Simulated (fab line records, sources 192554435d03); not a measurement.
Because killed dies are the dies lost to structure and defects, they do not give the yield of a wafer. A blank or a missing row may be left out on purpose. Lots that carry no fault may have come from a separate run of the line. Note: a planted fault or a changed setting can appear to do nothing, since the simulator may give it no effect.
Matching of chambers ; flow n5 finfet ; 4 sister chambers for N5_BEOL_M7_DESCUM_16 on rie diel-05
The step chemistry O2, time 7.9 s. 18 wafers are shown with their chamber, then 9 later ones without.

## WAFERS, EACH WITH ITS CHAMBER
wafer;chamber;drypump motor current A (A);showerhead plenum p Torr (Torr);throttle valve pct (%)
L074.1;0;5.8;2.05;20.3
L074.3;1;5.6;2.15;20.5
L074.6;3;5.1;2.08;20.3
L075.2;2;6.0;2.17;20.8
L075.4;3;5.2;2.08;20.3
L075.6;2;6.0;2.17;20.8
L080.1;2;6.0;2.16;20.8
L080.4;1;5.6;2.15;20.2
L080.6;0;5.8;2.04;20.3
L083.2;3;5.1;2.07;20.3
L083.4;1;5.6;2.14;20.2
L083.6;0;5.8;2.04;20.3
L085.2;0;5.8;2.04;20.3
L085.3;1;5.6;2.14;20.2
L085.4;1;5.6;2.14;20.2
L090.3;2;6.0;2.16;20.9
L090.4;2;6.0;2.16;20.9
L090.5;1;5.7;2.14;20.2

SIGNATURES, as means of the wafers listed above
reading;chamber 0;chamber 1;chamber 2;chamber 3;scatter within a chamber
drypump motor current A;5.800;5.617;6.000;5.133;0.0327
showerhead plenum p Torr;2.0425;2.1433;2.1640;2.0767;0.00531
throttle valve pct;20.300;20.250;20.840;20.300;0.0788
Rule: distance of a wafer from a chamber = root of the sum over the readings of ((wafer's reading minus chamber's mean) / reading's scatter) squared. The wafer belongs to the nearest chamber; if the next one is less than 2 further off, it can't be placed. The scatter: the root of (the sum of the squares of (reading less its chamber's mean) over the shown wafers, divided by (wafers less chambers)).

## WAFERS MISSING THEIR CHAMBER
wafer;drypump motor current A (A);showerhead plenum p Torr (Torr);throttle valve pct (%)
L093.1;6.0;2.16;20.9
L093.4;5.2;2.07;20.0
L093.6;5.8;2.03;20.4
L096.2;5.8;2.03;20.4
L096.4;6.0;2.16;20.9
L096.5;5.8;2.03;20.4
L097.2;6.0;2.15;20.9
L097.3;5.1;2.07;20.0
L097.6;5.8;2.03;20.4

## WHICH CHAMBER EACH ONE RAN IN
wafer;from the rows above;in truth
L093.1;2;2
L093.4;3;3
L093.6;0;0
L096.2;0;0
L096.4;2;2
L096.5;0;0
L097.2;2;2
L097.3;3;3
L097.6;0;0
Correct placement for 9 of the 9. Number that these rows cannot place: 0. Number placed wrongly: 0.
